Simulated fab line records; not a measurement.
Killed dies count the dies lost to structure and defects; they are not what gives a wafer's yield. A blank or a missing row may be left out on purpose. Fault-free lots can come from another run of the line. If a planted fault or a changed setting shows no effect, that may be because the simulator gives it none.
fab line records    flow n5-finfet
[record] lots = 6  wafers = 18  last-day = 16
route steps=1938 shown WELL_APT@36 PASSIVATION@1936
lots that met no fault: from a run of the same line without faults
start-h: hours from the record's opening day to when the first of the lot's shown wafers began    wait-h: time in hours since the lot's previous step    " the same as in the row above    L1.1+2: a single row standing in for several wafers    - no value, or no start given    * or withheld: withheld    < > ~ a bound
route shown NAME@n: a module of which the file shows steps, and the number in the route of the first    usual: mean/standard deviation taken from wafers without a fault    same: alike in all rows    chamber/n: place in a boat    sites: the reading at each site    _std_site: their standard deviation    _edge_site: the outer-site mean with the inner-site mean subtracted    radius-mm: for every site, how far away it sits from the centre of the wafer    mask NAME#n: copy n    behind: tool/chamber where the wafer was last shaped    hold: cause of the lot's hold/its duration in hours/its outcome    device: whichever transistor did not switch (one of n, p or np)    end of line: the route-end tests of the same wafers    where a step has no rows: the recipe by itself    killed: not the wafer's yield, but the dies lost to structure and defects at the first sort    map: shows each die of a wafer: x if killed, . if not, _ if none is there
set.NAME: the setting that was run; set.NAME@STEP: the one run at that earlier step    model.NAME: the simulator's own value behind a step, which no gauge read
lots at selected steps of the route; one table per step, one row per wafer
services: the hour from which a tool's chamber was out of use, counted from the record's first day as start-h (under 0 if before that day), plus the number of hours and why
[[steps]]
[step N5_WELL_APT_COAT_19]
[recipe] spin-rpm = 1357  resist-thk-nm = 950
[step N5_WELL_APT_EBR_21]
[recipe] solvent = PGMEA  ebr-width-mm = 1.5
[step N5_WELL_APT_SOFTBAKE_20]
[recipe] temp-c = 130  time-s = 60
[step N5_WELL_APT_EXPOSE_22]
[recipe] mask-id = PWELL  na = 0.8  source-shape = conventional  sigma-outer = 0.8  polarization = unpolarized  defocus-nm = 0  target-cd-nm = 200  dose-mj = 23.2
[step N5_WELL_APT_PEB_23]
[recipe] peb-temp-c = 130  peb-time-s = 90
[step N5_WELL_APT_DEVELOP_24]
[recipe] develop-time-s = 45  rinse-liquid = surfactant-rinse  dry = air-spin  dev-temp-c = 21
[step N5_WELL_APT_HARDBAKE_29]
[recipe] temp-c = 130  time-s = 120
[step N5_WELL_APT_CD_MEAS_25]
[recipe] target-cd-nm = 200  landing-energy-ev = 500  detector = se-inlens
[usual] cd-nm = 200.8/2
lot.wafer  tool       chamber  start-h  wait-h  cd-nm
L983.1     cd-sem-01  0        21.03    -       197.3
L983.2     "          0        "        "       197.9
L983.3     "          0        "        "       198.5
L985.3     cd-sem-02  0        33.45    -       202.4
L985.5     "          0        "        "       201.7
L985.6     "          0        "        "       201.4
L995.2     cd-sem-01  0        92.94    -       197.9
L995.3     "          0        "        "       201.0
L995.4     "          0        "        "       199.0
L997.2     cd-sem-03  0        105.10   -       204.3
L997.3     "          0        "        "       199.7
L997.6     "          0        "        "       200.9
L998.1     cd-sem-01  0        110.98   -       201.5
L998.4     "          0        "        "       196.7
L998.6     "          0        "        "       203.4
L999.1     cd-sem-02  0        116.99   -       200.2
L999.4     "          0        "        "       200.2
L999.5     "          0        "        "       199.5
[step N5_WELL_APT_OVL_MEAS_26]
[recipe] points-per-wafer = 44
[usual] PWELL_OVL = 1/5
lot.wafer  tool        chamber  start-h  wait-h  PWELL_OVL[nm]
L983.1     overlay-02  0        21.06    0.0     -5
L983.2     "           0        "        "       -5
L983.3     "           0        "        "       -5
L985.3     overlay-02  0        33.48    0.0     14
L985.5     "           0        "        "       5
L985.6     "           0        "        "       -6
L995.2     overlay-01  0        92.97    0.0     -8
L995.3     "           0        "        "       -1
L995.4     "           0        "        "       -2
L997.2     overlay-01  0        105.12   0.0     14
L997.3     "           0        "        "       6
L997.6     "           0        "        "       6
L998.1     overlay-02  0        111.01   0.0     8
L998.4     "           0        "        "       3
L998.6     "           0        "        "       -1
L999.1     overlay-01  0        117.02   0.0     0
L999.4     "           0        "        "       2
L999.5     "           0        "        "       -4
[step N5_WELL_APT_INSPECT_27]
[recipe] mode = adi  inspect-instrument = macro
[usual] raw-defect-count = 2.2/1.5
lot.wafer  tool               chamber  start-h  wait-h  raw-defect-count
L983.1     defect-inspect-01  -        21.08    0.0     2
L983.2     "                  -        "        "       3
L983.3     "                  -        "        "       0
L985.3     defect-inspect-02  -        33.62    0.1     3
L985.5     "                  -        "        "       0
L985.6     "                  -        "        "       1
L995.2     defect-inspect-02  -        93.00    0.0     2
L995.3     "                  -        "        "       2
L995.4     "                  -        "        "       4
L997.2     defect-inspect-02  -        105.15   0.0     2
L997.3     "                  -        "        "       0
L997.6     "                  -        "        "       1
L998.1     defect-inspect-01  -        111.03   0.0     1
L998.4     "                  -        "        "       4
L998.6     "                  -        "        "       2
L999.1     defect-inspect-01  -        117.05   0.0     1
L999.4     "                  -        "        "       1
L999.5     "                  -        "        "       0
[step N5_WELL_APT_DESCUM_30]
[recipe] chemistry = O2  time-s = 7.9  source-power-w = 50  bias-power-w = 20  pressure-mtorr = 20  rf-frequency-hz = 2.712e+07  temp-c = 40  o2-flow-sccm = 225
[usual] drypump-motor-current-A = 5.8/0.59  oes-product-au = 0.79/0.1  rf-vpp-V = 242.7/1.2  showerhead-plenum-p-Torr = 2.06/0.06  throttle-valve-pct = 20.43/0.25
lot.wafer  tool         chamber  start-h  wait-h  drypump-motor-current-A  oes-product-au  rf-hours-counter-h  rf-vpp-V  showerhead-plenum-p-Torr  throttle-valve-pct
L983.1     rie-diel-06  2        21.25    0.2     6.2                      0.67            235                 242.5     2.07                      20.63
L983.2     "            3        "        "       6.4                      0.78            125                 246.5     2.19                      20.54
L983.3     "            0        "        "       4.9                      0.75            149                 242.9     2.00                      20.79
L985.3     rie-diel-02  3        33.75    0.1     5.9                      0.72            167                 242.2     2.08                      20.49
L985.5     "            0        "        "       5.0                      1.01            -                   243.0     2.08                      20.32
L985.6     "            3        "        "       6.0                      0.73            -                   243.1     2.08                      20.50
L995.2     rie-diel-02  0        93.13    0.1     5.1                      0.93            22                  241.9     2.07                      20.36
L995.3     "            1        "        "       5.5                      0.97            1                   242.6     2.06                      19.86
L995.4     "            3        "        "       5.9                      0.72            188                 241.3     2.07                      20.54
L997.2     rie-diel-05  3        105.27   0.1     4.9                      0.90            14                  241.7     2.06                      19.91
L997.3     "            0        "        "       6.0                      0.80            105                 242.3     2.01                      20.19
L997.6     "            3        "        "       4.9                      0.91            -                   242.9     2.06                      19.93
L998.1     rie-diel-05  0        111.07   0.0     6.0                      0.80            107                 242.9     2.01                      20.18
L998.4     "            3        "        "       4.9                      0.89            15                  243.0     2.06                      19.94
L998.6     "            3        "        "       4.9                      0.89            -                   243.2     2.06                      19.92
L999.1     rie-diel-06  3        117.08   0.0     6.5                      0.74            154                 243.2     2.18                      20.59
L999.4     "            0        "        "       4.9                      0.72            189                 240.9     1.99                      20.85
L999.5     "            2        "        "       6.2                      1.01            -                   241.7     2.06                      20.37
[step N5_WELL_APT_IMPLANT_31]
[recipe] species = B  energy-kev = 60  dose-cm2 = 1.5e+13  tilt-deg = 0  rotation-deg = 0
[step N5_WELL_APT_IMPLANT_32]
[recipe] species = BF2  energy-kev = 50  dose-cm2 = 2e+13  tilt-deg = 0  rotation-deg = 0
[usual] beam-energy-keV = 49.999/0.015
lot.wafer  tool          chamber  start-h  wait-h  beam-energy-keV  model.implant.rp-nm  model.implant.drp-nm
L983.1     implanter-01  0        21.53    0.1     49.981           37.38                18.55
L983.2     "             0        "        "       50.008           37.38                18.55
L983.3     "             0        "        "       49.996           37.38                18.55
L985.3     implanter-01  0        34.09    0.1     49.993           37.41                18.55
L985.5     "             0        "        "       50.006           37.41                18.55
L985.6     "             0        "        "       49.983           37.41                18.55
L995.2     implanter-02  0        93.44    0.1     50.004           37.43                18.55
L995.3     "             0        "        "       50.022           37.43                18.55
L995.4     "             0        "        "       49.994           37.43                18.55
L997.2     implanter-02  0        105.58   0.1     76.904           56.18                25.49
L997.3     "             0        "        "       76.914           56.18                25.49
L997.6     "             0        "        "       76.923           56.18                25.49
L998.1     implanter-01  0        111.35   0.1     50.004           37.23                18.55
L998.4     "             0        "        "       50.010           37.23                18.55
L998.6     "             0        "        "       50.011           37.23                18.55
L999.1     implanter-02  0        117.36   0.1     76.929           59.45                25.49
L999.4     "             0        "        "       76.912           59.45                25.49
L999.5     "             0        "        "       76.944           59.45                25.49
[step N5_WELL_APT_STRIP_33]
[recipe] chemistry = SPM  time-s = 900  temp-c = 130  h2so4-h2o2-vol-ratio = 4  dry = ipa-marangoni
[step N5_PASSIVATION_PROBE_49]
[usual] killed_at_M0_to_M3 = 36/10  killed_at_M4_up = 13/5.5  killed-at-contacts = 12/5.6  killed-at-front-end = 42/12  killed-at-other = 4/3.2  killed-dies = 108/18  killed-open = 71/13  killed-short = 34/7.8
[same] gross-dies = 1180  killed-at-back-side = 0
lot.wafer  tool       chamber  start-h  wait-h  killed_at_M0_to_M3  killed_at_M4_up  killed-at-contacts  killed-at-front-end  killed-at-other  killed-dies  killed-open  killed-short
L999.1     prober-02  -        380.86   0.0     35                  24               10                  40                   10               119          80           38
L999.4     prober-02  -        381.01   0.2     38                  16               16                  29                   8                107          72           35
L999.5     prober-02  -        381.06   0.2     43                  10               8                   29                   8                98           58           37
L997.2     prober-01  -        385.75   0.1     17                  16               5                   35                   10               83           52           31
L997.3     prober-01  -        385.80   0.1     37                  14               6                   41                   2                100          69           29
L997.6     prober-01  -        385.95   0.3     38                  12               9                   43                   2                104          66           35
// killed by level:class
L999.1 STI_FIN_REVEAL:geometric-particle:open=22 BEOL_M0_SAQP:geometric-particle:short=9 MOL_CONTACT_COAG:geometric-particle:open=9 BEOL_M4:geometric-particle:open=8 BEOL_M0_SAQP:geometric-particle:open=6 BEOL_M5:geometric-particle:open=6 STI_FIN_REVEAL:geometric-particle:short=5 BEOL_M1:geometric-particle:open=5
L999.4 MOL_CONTACT_COAG:geometric-particle:open=15 STI_FIN_REVEAL:geometric-particle:open=12 BEOL_M0_SAQP:geometric-particle:short=11 BEOL_M4:geometric-particle:open=8 STI_FIN_REVEAL:geometric-particle:short=7 BEOL_M3:geometric-particle:open=6 BEOL_M0:geometric-particle:open=5 BEOL_M1:geometric-particle:open=4
L999.5 BEOL_M0_SAQP:geometric-particle:short=15 BEOL_M0_SAQP:geometric-particle:open=8 STI_FIN_REVEAL:geometric-particle:open=7 MOL_CONTACT_COAG:geometric-particle:open=7 BEOL_M4:geometric-particle:open=7 BEOL_M3:geometric-particle:open=7 FIN_SAQP:geometric-particle:open=4 FIN_SAQP:geometric-particle:short=4
L997.2 BEOL_M0_SAQP:geometric-particle:short=7 BEOL_M4:geometric-particle:short=6 PAD_METAL:geometric-particle:open=6 GATE_CUT:geometric-particle:open=5 MOL_CONTACT_COAG:geometric-particle:open=5 BEOL_M0_SAQP:geometric-particle:open=5 BEOL_M4:geometric-particle:open=5 FIN_SAQP:geometric-particle:open=4
L997.3 FIN_SAQP:geometric-particle:open=17 BEOL_M2:geometric-particle:open=9 BEOL_M3:geometric-particle:open=7 GATE_CUT:geometric-particle:short=7 BEOL_M0_SAQP:geometric-particle:open=7 MOL_CONTACT_COAG:geometric-particle:open=6 BEOL_M1:geometric-particle:open=6 FIN_SAQP:geometric-particle:short=3
L997.6 BEOL_M2:geometric-particle:open=14 SPACER0:geometric-particle:short=7 GATE_CUT:geometric-particle:open=7 DUMMY_GATE:geometric-particle:open=6 MOL_CONTACT_COAG:geometric-particle:open=6 BEOL_M0_SAQP:geometric-particle:open=5 BEOL_M0_SAQP:geometric-particle:short=5 FIN_SAQP:geometric-particle:short=4
[[services]]
tool          chamber  start-h  hours  kind
rie-diel-02   0        8.23     -      clean
rie-diel-02   0        8.23     -      consumable-replace:focus-ring
rie-diel-02   0        8.23     25.0   scheduled-down
rie-diel-02   0        8.23     25.0   vent-cycle
rie-diel-05   1        10.98    -      clean
rie-diel-05   1        10.98    -      consumable-replace:focus-ring
rie-diel-05   1        10.98    27.3   scheduled-down
rie-diel-05   1        10.98    27.3   vent-cycle
rie-diel-02   1        19.15    8.3    repair
rie-diel-02   2        28.12    8.7    repair
rie-diel-02   3        37.87    1.7    repair
rie-diel-05   3        38.24    -      clean
rie-diel-05   3        38.24    -      consumable-replace:focus-ring
rie-diel-05   3        38.24    23.9   scheduled-down
rie-diel-05   3        38.24    23.9   vent-cycle
implanter-01  -        47.05    4.5    repair
rie-diel-06   3        55.70    20.6   repair
implanter-01  -        74.44    1.0    repair
rie-diel-02   1        74.76    -      clean
rie-diel-02   1        74.76    -      consumable-replace:focus-ring
rie-diel-02   1        74.76    16.1   scheduled-down
rie-diel-02   1        74.76    16.1   vent-cycle
implanter-01  -        82.38    3.3    repair
rie-diel-06   2        89.66    4.8    repair
[[key]]
[first-sign] step = N5_WELL_APT_IMPLANT_32  reading = beam-energy-keV  direction = up  sigmas = 99+  usual = 49.999  struck = 76.921
effect none on later readings
[model-effect] step = N5_WELL_APT_IMPLANT_32  value = implant.rp-nm  without = 37.7  struck = 57.82
met-at N5_WELL_APT_IMPLANT_32
struck-wafers L997.2,L997.3,L997.6,L999.1,L999.4,L999.5
tester-left-out L997,L999
onset-between 93.44 105.58
[fault] kind = process-parameter-drift  tool = implanter-02  chamber = -  onset-h = 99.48  steps = N5_WELL_APT_IMPLANT_32  channel = energy-kev  offset = 26.922  shape = step  end-h = 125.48  acts-in = these-recipes-only  stated = 50
// tester-left-out: of these lots the tester's yield and bins aren't shown, on N5 and GAA mostly nor the transistor test; their killed dies are dies lost to structure and defects alone, not to doping, threshold or leakage, so they don't give the yield
